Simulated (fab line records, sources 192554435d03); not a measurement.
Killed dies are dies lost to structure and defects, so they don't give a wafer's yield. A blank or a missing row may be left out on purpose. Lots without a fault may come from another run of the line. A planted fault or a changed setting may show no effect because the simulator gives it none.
fab line records | flow n5_finfet | part 2 of 2: steps 24 to 29 of 29
record lots=5 wafers=15 last_day=18
route steps=1938 shown GATE_CUT@468
lots that met no fault: from a run of the same line without faults
start_h: hours from the record's first day to the start of the lot's first wafer shown | wait_h: hours since the lot's step before | " the same as in the row above | L1.1+2: a row that stands for several wafers | - no value, or no start given | * or withheld: withheld | < > ~ a bound
route shown NAME@n: a module of which the file shows steps, and the number in the route of the first | usual: mean/standard deviation of fault-free wafers | same: alike in all rows | chamber/n: place in a boat | sites: the reading at each site | _std_site: their standard deviation | _edge_site: outer sites' mean less inner sites' | radius_mm: how far each site lies from the wafer's centre | mask NAME#n: copy n | behind: the tool/chamber that last shaped the wafer | hold: why the lot was held/for how many hours/how that ended | device: the transistor (n, p or np) that didn't switch | end of line: the same wafers' tests at the end of the route | a step without rows: its recipe alone | killed: dies lost to structure and defects at the first sort, not the wafer's yield | map: a wafer's dies, x killed, . not, _ none there
set.NAME: the setting as run; set.NAME@STEP: as run at that earlier step | model.NAME: the simulator's own value behind a step, which no gauge read
lots at some steps of the route; a table a step, a row a wafer
services: from which hour (start_h, from the record's first day; less than 0 if before it) a tool's chamber was out of use, for how many hours, and why
## steps
# step N5_GATE_CUT_ETCH_36
# recipe chemistry=CF4 target=SiARC target_depth_a=130 mask_material=CAR-EUV time_s=21.7 ion_energy_ev=80 pressure_mtorr=40 source_w=545 bias_w=36 Ar_flow_sccm=100 cf4_flow_sccm=100 ends=cleared
# usual drypump_motor_current_A=5.9/0.74 etch_rf_on_time_s=21.7/0.38 oes_product_au=0.65/0.069 rf_vpp_V=183.9/1.3 showerhead_plenum_p_Torr=2.14/0.083 throttle_valve_pct=15.73/0.21
# columns lot.wafer tool chamber start_h wait_h drypump_motor_current_A etch_rf_on_time_s oes_product_au rf_hours_counter_h rf_vpp_V showerhead_plenum_p_Torr throttle_valve_pct
L075.1 rie_diel-05 0 94.28 0.0 6.7 21.5 0.63 174 183.6 2.05 15.97
L075.3 " 1 " " 6.7 22.3 0.64 130 184.3 2.07 15.72
L075.6 " 1 " " 6.7 22.2 0.64 - 181.6 2.07 15.71
L082.1 rie_diel-05 2 130.97 0.0 5.3 22.0 0.61 195 185.0 2.22 15.70
L082.5 " 1 " " 6.7 21.9 0.64 - 182.9 2.07 15.73
L082.6 " 2 " " 5.3 21.9 0.61 - 184.7 2.22 15.70
L084.3 rie_diel-06 1 143.08 0.0 5.4 22.2 0.62 179 185.3 2.13 15.70
L084.5 " 1 " " 5.4 22.4 0.62 - 185.6 2.13 15.70
L084.6 " 0 " " 6.4 21.6 0.72 - 185.9 2.24 15.31
L086.1 rie_diel-05 3 166.36 0.0 4.9 21.5 0.81 12 184.7 2.27 15.51
L086.2 " 0 " " 6.7 21.6 0.60 198 183.3 2.04 16.03
L086.6 " 3 " " 4.9 21.4 0.80 - 187.0 2.27 15.51
L091.4 rie_diel-05 3 193.27 0.0 4.9 21.5 0.77 24 185.2 2.26 15.53
L091.5 " 1 " " 6.7 21.9 0.62 - 181.9 2.06 15.79
L091.6 " 0 " " 6.7 21.3 0.60 - 181.9 2.04 16.04
# step N5_GATE_CUT_ETCH_37
# recipe chemistry=N2/H2 target=SOC target_depth_a=600 overetch_a=120 mask_material=SiARC temp_c=40 time_s=90 ion_energy_ev=200 pressure_mtorr=30 source_w=840 bias_w=150 n2_flow_sccm=200 h2_flow_sccm=200
# usual drypump_motor_current_A=5.9/0.74 oes_product_au=0.68/0.069 rf_vpp_V=524/3.2 showerhead_plenum_p_Torr=2.54/0.12 throttle_valve_pct=17.92/0.18
# columns lot.wafer tool chamber start_h wait_h drypump_motor_current_A oes_product_au rf_hours_counter_h rf_vpp_V showerhead_plenum_p_Torr throttle_valve_pct
L075.1 rie_diel-05 0 94.30 0.0 6.7 0.65 174 519 2.41 18.13
L075.3 " 1 " " 6.7 0.69 130 520 2.44 17.91
L075.6 " 1 " " 6.7 0.68 - 520 2.44 17.93
L082.1 rie_diel-05 2 130.99 0.0 5.3 0.64 195 526 2.63 17.87
L082.5 " 1 " " 6.7 0.67 - 521 2.43 17.93
L082.6 " 2 " " 5.3 0.64 - 526 2.63 17.86
L084.3 rie_diel-06 1 143.11 0.0 5.4 0.65 179 523 2.52 17.85
L084.5 " 1 " " 5.4 0.66 - 523 2.52 17.87
L084.6 " 0 " " 6.4 0.75 - 528 2.69 17.52
L086.1 rie_diel-05 3 166.39 0.0 5.0 0.84 12 529 2.73 17.80
L086.2 " 0 " " 6.7 0.63 198 519 2.40 18.16
L086.6 " 3 " " 5.0 0.83 - 527 2.73 17.79
L091.4 rie_diel-05 3 193.30 0.0 5.0 0.81 24 529 2.72 17.82
L091.5 " 1 " " 6.7 0.66 - 521 2.42 17.98
L091.6 " 0 " " 6.7 0.62 - 519 2.40 18.20
# step N5_GATE_CUT_STRIP_38
# recipe chemistry=N2/H2 temp_c=40 n2_flow_sccm=200 h2_flow_sccm=200 rf_frequency_hz=6e+07
# columns lot.wafer tool chamber start_h wait_h
L075.1+3+6 rie_diel-05 0,1,1 94.37 0.0
L082.1+5+6 rie_diel-05 2,1,2 131.06 0.0
L084.3+5+6 rie_diel-06 1,1,0 143.17 0.0
L086.1+2+6 rie_diel-05 3,0,3 166.45 0.0
L091.4+5+6 rie_diel-05 3,1,0 193.36 0.0
# step N5_GATE_CUT_STRIP_39
# recipe chemistry=N2/H2 temp_c=40 n2_flow_sccm=200 h2_flow_sccm=200 rf_frequency_hz=6e+07
# columns lot.wafer tool chamber start_h wait_h
L075.1+3+6 rie_diel-05 0,1,1 94.38 0.0
L082.1+5+6 rie_diel-05 2,1,2 131.07 0.0
L084.3+5+6 rie_diel-06 1,1,0 143.18 0.0
L086.1+2+6 rie_diel-05 3,0,3 166.46 0.0
L091.4+5+6 rie_diel-05 3,1,0 193.37 0.0
# step N5_GATE_CUT_HM_OPEN_40
# recipe chemistry=C4F6/O2 target=SiO2 mask_material=SiARC target_depth_a=1390 time_s=85.1 ion_energy_ev=250 pressure_mtorr=30 source_w=345 bias_w=185 Ar_flow_sccm=300 C4F6_flow_sccm=10 O2_flow_sccm=10 ends=cleared
# usual drypump_motor_current_A=5.9/0.74 etch_rf_on_time_s=94.9/1.9 oes_product_au=0.69/0.072 rf_vpp_V=664/11 showerhead_plenum_p_Torr=2.85/0.1 throttle_valve_pct=21.10/0.24
# columns lot.wafer tool chamber start_h wait_h drypump_motor_current_A etch_rf_on_time_s oes_product_au rf_hours_counter_h rf_vpp_V showerhead_plenum_p_Torr throttle_valve_pct
L075.1 rie_diel-05 0 94.39 0.0 6.7 93.1 0.65 174 674 2.74 21.39
L075.3 " 1 " " 6.7 97.3 0.68 130 649 2.77 21.19
L075.6 " 1 " " 6.7 97.1 0.68 - 649 2.77 21.20
L082.1 rie_diel-05 2 131.08 0.0 5.3 95.6 0.65 195 664 2.95 21.05
L082.5 " 1 " " 6.7 96.6 0.68 - 648 2.77 21.23
L082.6 " 2 " " 5.3 97.3 0.64 - 666 2.95 21.03
L084.3 rie_diel-06 1 143.19 0.0 5.4 96.2 0.65 179 668 2.82 20.95
L084.5 " 1 " " 5.4 98.1 0.66 - 667 2.82 20.96
L084.6 " 0 " " 6.4 92.9 0.75 - 657 2.98 20.58
L086.1 rie_diel-05 3 166.47 0.0 4.9 93.4 0.85 13 660 3.01 20.86
L086.2 " 0 " " 6.7 93.7 0.63 198 672 2.73 21.44
L086.6 " 3 " " 5.0 93.4 0.85 - 659 3.01 20.85
L091.4 rie_diel-05 3 193.38 0.0 4.9 95.1 0.81 24 659 3.01 20.87
L091.5 " 1 " " 6.7 97.7 0.65 - 648 2.76 21.26
L091.6 " 0 " " 6.7 97.1 0.62 - 673 2.72 21.43
# step N5_GATE_CUT_STRIP_41
# recipe chemistry=CF4 resist=SiARC power_w=300 bias_power_w=75 pressure_mtorr=50 cf4_flow_sccm=150 rf_frequency_hz=6e+07
# usual drypump_motor_current_A=5.9/0.74 oes_product_au=0.176/0.018 rf_vpp_V=271.3/1.7 showerhead_plenum_p_Torr=1.79/0.073 throttle_valve_pct=13.69/0.21
# columns lot.wafer tool chamber start_h wait_h drypump_motor_current_A oes_product_au rf_hours_counter_h rf_vpp_V showerhead_plenum_p_Torr throttle_valve_pct
L075.1 rie_diel-05 0 94.45 0.0 6.7 0.159 174 271.1 1.71 13.91
L075.3 " 1 " " 6.7 0.179 130 270.6 1.72 13.60
L075.6 " 1 " " 6.7 0.180 - 269.2 1.72 13.62
L082.1 rie_diel-05 2 131.14 0.0 5.3 0.161 195 273.0 1.85 13.66
L082.5 " 1 " " 6.7 0.179 - 269.9 1.72 13.63
L082.6 " 2 " " 5.3 0.167 - 271.9 1.85 13.68
L084.3 rie_diel-06 1 143.26 0.0 5.4 0.168 179 270.7 1.79 13.74
L084.5 " 1 " " 5.4 0.172 - 270.5 1.79 13.72
L084.6 " 0 " " 6.4 0.185 - 271.4 1.88 13.27
L086.1 rie_diel-05 3 166.53 0.0 4.9 0.221 13 273.4 1.90 13.47
L086.2 " 0 " " 6.7 0.166 198 268.8 1.71 13.95
L086.6 " 3 " " 4.9 0.209 - 272.7 1.90 13.47
L091.4 rie_diel-05 3 193.45 0.0 5.0 0.214 24 274.1 1.90 13.48
L091.5 " 1 " " 6.7 0.176 - 270.1 1.71 13.70
L091.6 " 0 " " 6.7 0.163 - 269.0 1.70 13.99
## services
# columns tool chamber start_h hours kind
wet_bench-04 - 66.67 2.9 repair
pecvd-01 - 68.86 5.5 pm
rie_diel-06 - 78.44 14.6 pm
euv_scanner-01 - 79.97 4.6 pm
ald_sin-03 - 85.52 14.0 pm
cmp-03 - 90.52 1.1 repair
euv_scanner-02 - 92.29 1.0 pm
euv_scanner-01 - 93.31 1.0 pm
ald_sin-03 - 111.24 6.0 pm
euv_scanner-01 - 120.61 5.8 pm
euv_scanner-02 - 121.77 0.3 repair
euv_scanner-02 - 125.88 0.3 repair
rie_metal-02 - 144.10 1.1 repair
euv_scanner-02 - 148.44 1.0 pm
euv_scanner-01 - 149.45 1.0 pm
euv_scanner-02 - 150.46 4.6 pm
cmp-03 - 153.60 5.6 pm
pecvd-02 - 153.90 0.6 repair
wet_bench-02 - 156.88 3.1 repair
cmp-01 - 156.94 4.0 pm
pecvd-01 - 157.17 2.1 repair
ald_sin-03 - 157.30 0.3 repair
rie_diel-05 2 167.42 14.2 repair
rie_diel-06 - 168.33 28.1 pm
